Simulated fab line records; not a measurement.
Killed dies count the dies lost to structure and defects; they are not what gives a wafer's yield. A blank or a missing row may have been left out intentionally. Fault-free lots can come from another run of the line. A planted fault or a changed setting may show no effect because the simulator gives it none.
fab line records ; flow n5Finfet ; part 2 of 2: steps 25 to 34 of 34
record lots=5; wafers=15; lastDay=18
route steps=1938 shown BEOL_M4@1027
lots untouched by any fault: they come from a run of this same line in which no faults occurred
startH: the number of hours between the record's first day and the start of the first shown wafer of the lot ; waitH: hours since the lot's step before ; " identical to the entry in the row above ; L1.1+2: one row covering several wafers at once ; - value missing, or start not given ; * or withheld: withheld ; < > ~ a bound
route shown NAME@n: NAME is a module with steps in the file, n the number in the route of the first one ; usual: mean and standard deviation over wafers with no fault ; same: alike in all rows ; chamber/n: place in a boat ; sites: readings site by site ; _std_site: how widely they spread, as a standard deviation ; _edge_site: outer sites' mean less inner sites' ; radiusMm: for every site, how far away it sits from the centre of the wafer ; mask NAME#n: copy n ; behind: the most recent tool/chamber to have shaped the wafer ; hold: why the lot was held/for how many hours/how that ended ; device: the n, p or np transistor that did not switch ; end of line: at the end of the route, the tests of the same wafers ; for a step that has no rows: nothing shown but its recipe ; killed: dies lost to structure and defects at the first sort, not the wafer's yield ; map: per-die view of a wafer (x killed, . not killed, _ where there is no die)
set.NAME: the setting that was run; set.NAME@STEP: the one run at that earlier step ; model.NAME: the simulator's own value behind a step, which no gauge read
lots at some steps of the route; a table a step, a row a wafer
services: when a tool's chamber went out of use (startH, in hours from the record's first day, below 0 if earlier), for how many hours, and the reason
## steps
# step N5_BEOL_M4_EBR_24
# recipe solvent=PGMEA; ebrWidthMm=1.5
# same ebrWidthMm=1.5
lot.wafer;tool;chamber;startH;waitH
L078.1+3+5;lithoTrack-03;0;-;-
L081.3+4+5;lithoTrack-03;0;-;-
L084.1+3+4;lithoTrack-04;0;-;-
L089.2+3+5;lithoTrack-03;0;-;-
L094.1+2+4;lithoTrack-04;0;-;-
# step N5_BEOL_M4_SOFTBAKE_23
# recipe tempC=110; timeS=60; resist=CAR-EUV
lot.wafer;tool;chamber;startH;waitH
L078.1+3+5;lithoTrack-03;0;-;-
L081.3+4+5;lithoTrack-03;0;-;-
L084.1+3+4;lithoTrack-04;0;-;-
L089.2+3+5;lithoTrack-03;0;-;-
L094.1+2+4;lithoTrack-04;0;-;-
# step N5_BEOL_M4_EXPOSE_25
# recipe maskId=V3; na=0.33; sourceShape=quasar; sigmaInner=0.2; sigmaOuter=0.8; polarization=unpolarized; defocusNm=5; doseMj=63
# same dipoleOpeningDeg=30
lot.wafer;tool;chamber;startH;waitH;mask
L078.1+3+5;euvScanner-01;0;178.66;-;V3#0
L081.3+4+5;euvScanner-01;0;217.78;-;V3#0
L084.1+3+4;euvScanner-02;0;228.17;-;V3#0
L089.2+3+5;euvScanner-01;0;252.50;-;V3#0
L094.1+2+4;euvScanner-01;0;294.02;-;V3#0
# step N5_BEOL_M4_PEB_26
# recipe pebTempC=100; pebTimeS=60; resist=CAR-EUV
lot.wafer;tool;chamber;startH;waitH
L078.1+3+5;lithoTrack-04;0;178.74;0.1
L081.3+4+5;lithoTrack-03;0;217.84;0.1
L084.1+3+4;lithoTrack-01;0;228.25;0.1
L089.2+3+5;lithoTrack-03;0;252.57;0.1
L094.1+2+4;lithoTrack-03;0;294.10;0.1
# step N5_BEOL_M4_DEVELOP_27
# recipe developTimeS=30; developer=TMAH; resist=CAR-EUV; rinseLiquid=surfactantRinse; dry=airSpin; devTempC=23
lot.wafer;tool;chamber;startH;waitH
L078.1+3+5;lithoTrack-04;0;-;-
L081.3+4+5;lithoTrack-03;0;-;-
L084.1+3+4;lithoTrack-01;0;-;-
L089.2+3+5;lithoTrack-03;0;-;-
L094.1+2+4;lithoTrack-03;0;-;-
# step N5_BEOL_M4_CD_MEAS_28
# recipe targetCdNm=26.2; landingEnergyEv=500; detector=seInlens; targetCdYNm=24.1; polarity=opening
# usual cdNm=26.22/0.22
lot.wafer;tool;chamber;startH;waitH;cdNm
L078.1;cdSem-01;0;178.81;-;25.96
L078.3;cdSem-01;0;178.81;-;25.49
L078.5;cdSem-01;0;178.81;-;25.88
L081.3;cdSem-02;0;217.91;-;26.31
L081.4;cdSem-02;0;217.91;-;26.44
L081.5;cdSem-02;0;217.91;-;26.31
L084.1;cdSem-01;0;228.32;-;25.87
L084.3;cdSem-01;0;228.32;-;26.30
L084.4;cdSem-01;0;228.32;-;26.34
L089.2;cdSem-02;0;252.63;-;26.39
L089.3;cdSem-02;0;252.63;-;26.37
L089.5;cdSem-02;0;252.63;-;26.03
L094.1;cdSem-03;0;294.17;-;26.13
L094.2;cdSem-03;0;294.17;-;26.26
L094.4;cdSem-03;0;294.17;-;25.96
# step N5_BEOL_M4_OVL_MEAS_29
# recipe pointsPerWafer=522
# usual V3_OVL=0.4/0.69
lot.wafer;tool;chamber;startH;waitH;V3_OVL[nm]
L078.1;overlay-02;0;178.84;0.0;1.4
L078.3;overlay-02;0;178.84;0.0;1.7
L078.5;overlay-02;0;178.84;0.0;1.6
L081.3;overlay-01;0;217.95;0.0;1.2
L081.4;overlay-01;0;217.95;0.0;0.7
L081.5;overlay-01;0;217.95;0.0;1.0
L084.1;overlay-02;0;228.35;0.0;1.2
L084.3;overlay-02;0;228.35;0.0;1.2
L084.4;overlay-02;0;228.35;0.0;-0.2
L089.2;overlay-02;0;252.67;0.0;0.5
L089.3;overlay-02;0;252.67;0.0;0.5
L089.5;overlay-02;0;252.67;0.0;0.2
L094.1;overlay-01;0;294.20;0.0;0.1
L094.2;overlay-01;0;294.20;0.0;-0.3
L094.4;overlay-01;0;294.20;0.0;0.7
# step N5_BEOL_M4_INSPECT_30
# recipe mode=adi; inspectInstrument=brightfield
# usual rawDefectCount=424/94
lot.wafer;tool;chamber;startH;waitH;rawDefectCount
L078.1;defectInspect-02;-;178.90;0.1;368
L078.3;defectInspect-02;-;178.90;0.1;347
L078.5;defectInspect-02;-;178.90;0.1;322
L081.3;defectInspect-02;-;218.00;0.0;491
L081.4;defectInspect-02;-;218.00;0.0;394
L081.5;defectInspect-02;-;218.00;0.0;413
L084.1;defectInspect-01;-;228.41;0.1;473
L084.3;defectInspect-01;-;228.41;0.1;367
L084.4;defectInspect-01;-;228.41;0.1;416
L089.2;defectInspect-01;-;252.72;0.0;406
L089.3;defectInspect-01;-;252.72;0.0;448
L089.5;defectInspect-01;-;252.72;0.0;305
L094.1;defectInspect-02;-;294.26;0.1;672
L094.2;defectInspect-02;-;294.26;0.1;611
L094.4;defectInspect-02;-;294.26;0.1;492
# step N5_BEOL_M4_DESCUM_33
# recipe chemistry=O2; timeS=7; sourcePowerW=50; biasPowerW=20; pressureMtorr=20; rfFrequencyHz=2.712e+07; tempC=40; resist=CAR-EUV; o2FlowSccm=225
# usual drypumpMotorCurrentA=5.5/0.33; oesProductAu=0.76/0.078; rfVppV=243.0/1.3; showerheadPlenumPTorr=2.08/0.067; throttleValvePct=20.60/0.27
lot.wafer;tool;chamber;startH;waitH;drypumpMotorCurrentA;oesProductAu;rfHoursCounterH;rfVppV;showerheadPlenumPTorr;throttleValvePct
L078.1;rieDiel-06;2;178.93;0.0;5.1;0.70;200;244.5;2.15;20.40
L078.3;rieDiel-06;0;178.93;0.0;5.2;0.71;203;244.3;2.18;20.93
L078.5;rieDiel-06;0;178.93;0.0;5.2;0.71;-;243.5;2.18;20.92
L081.3;rieDiel-01;1;218.20;0.2;5.7;0.89;40;244.7;2.12;20.29
L081.4;rieDiel-01;3;218.20;0.2;5.7;0.73;199;243.7;2.06;20.62
L081.5;rieDiel-01;1;218.20;0.2;5.7;0.88;-;244.1;2.12;20.28
L084.1;rieDiel-02;1;228.44;0.0;5.2;0.75;161;242.1;2.10;20.56
L084.3;rieDiel-02;3;228.44;0.0;5.1;0.72;199;244.6;2.18;21.00
L084.4;rieDiel-02;2;228.44;0.0;5.3;0.70;216;240.8;1.99;20.93
L089.2;rieDiel-02;3;252.76;0.0;5.1;0.73;207;245.4;2.18;21.04
L089.3;rieDiel-02;2;252.76;0.0;5.3;0.69;224;241.9;1.98;20.95
L089.5;rieDiel-02;2;252.76;0.0;5.3;0.69;-;241.7;1.98;20.96
L094.1;rieDiel-02;0;294.88;0.6;6.2;0.73;194;240.7;1.99;20.33
L094.2;rieDiel-02;3;294.88;0.6;5.1;0.70;220;244.3;2.17;21.03
L094.4;rieDiel-02;1;294.88;0.6;5.3;0.73;181;243.5;2.09;20.59
# step N5_BEOL_M4_ETCH_77
# recipe chemistry=N2/H2; target=underlayer; targetDepthA=65; maskMaterial=CAR-EUV; timeS=5.2; ionEnergyEv=200; pressureMtorr=30; sourceW=840; biasW=150; n2FlowSccm=200; h2FlowSccm=200; ends=cleared
# usual drypumpMotorCurrentA=5.5/0.33; etchRfOnTimeS=5.21/0.11; oesProductAu=0.65/0.069; rfVppV=523.5/2.6; showerheadPlenumPTorr=2.53/0.078; throttleValvePct=18.02/0.25
lot.wafer;tool;chamber;startH;waitH;drypumpMotorCurrentA;etchRfOnTimeS;oesProductAu;rfHoursCounterH;rfVppV;showerheadPlenumPTorr;throttleValvePct
L078.1;rieDiel-06;2;178.97;0.0;5.1;5.25;0.59;200;526.1;2.62;17.96
L078.3;rieDiel-06;0;178.97;0.0;5.2;5.33;0.60;203;528.4;2.62;18.10
L078.5;rieDiel-06;0;178.97;0.0;5.2;5.29;0.60;-;525.1;2.62;18.09
L081.3;rieDiel-01;1;218.23;0.0;5.8;5.22;0.74;40;523.9;2.57;17.59
L081.4;rieDiel-01;3;218.23;0.0;5.7;5.01;0.63;199;524.8;2.52;18.02
L081.5;rieDiel-01;1;218.23;0.0;5.7;5.19;0.76;-;525.4;2.57;17.63
L084.1;rieDiel-02;1;228.48;0.0;5.2;5.29;0.64;161;524.6;2.54;17.90
L084.3;rieDiel-02;3;228.48;0.0;5.1;5.25;0.62;199;527.3;2.64;18.46
L084.4;rieDiel-02;2;228.48;0.0;5.3;5.18;0.61;216;524.0;2.40;18.29
L089.2;rieDiel-02;3;252.79;0.0;5.1;5.19;0.62;207;528.4;2.64;18.49
L089.3;rieDiel-02;2;252.79;0.0;5.3;5.16;0.60;224;520.1;2.39;18.30
L089.5;rieDiel-02;2;252.79;0.0;5.3;5.22;0.58;-;520.1;2.39;18.32
L094.1;rieDiel-02;0;294.91;0.0;6.1;5.35;0.62;194;519.6;2.42;17.83
L094.2;rieDiel-02;3;294.91;0.0;5.1;5.38;0.60;220;526.4;2.63;18.50
L094.4;rieDiel-02;1;294.91;0.0;5.2;5.32;0.62;181;525.1;2.54;17.91
## services
tool;chamber;startH;hours;kind
euvScanner-01;0;155.17;-;calibration
euvScanner-01;-;166.81;1.0;pm
euvScanner-01;-;170.05;3.4;repair
rieDiel-02;2;173.19;5.9;repair
euvScanner-02;-;173.50;1.0;pm
rieDiel-06;1;176.21;35.1;repair
rieDiel-02;-;182.74;0.5;repair
rieDiel-02;2;192.53;6.0;repair
euvScanner-02;0;204.82;-;calibration
rieMetal-03;-;206.56;0.5;repair
euvScanner-01;-;222.96;1.0;pm
euvScanner-02;-;228.66;1.0;pm
rieDiel-06;2;229.79;1.7;repair
rieMetal-03;1;238.12;25.3;repair
euvScanner-01;-;245.35;0.8;repair
rieMetal-01;1;248.75;2.4;repair
rieMetal-01;-;253.60;2.8;pm
rieMetal-02;0;263.05;10.3;repair
rieMetal-02;-;267.25;1.4;pm
euvScanner-01;-;279.11;1.0;pm
euvScanner-02;-;284.83;1.0;pm
euvScanner-02;-;293.37;0.6;repair
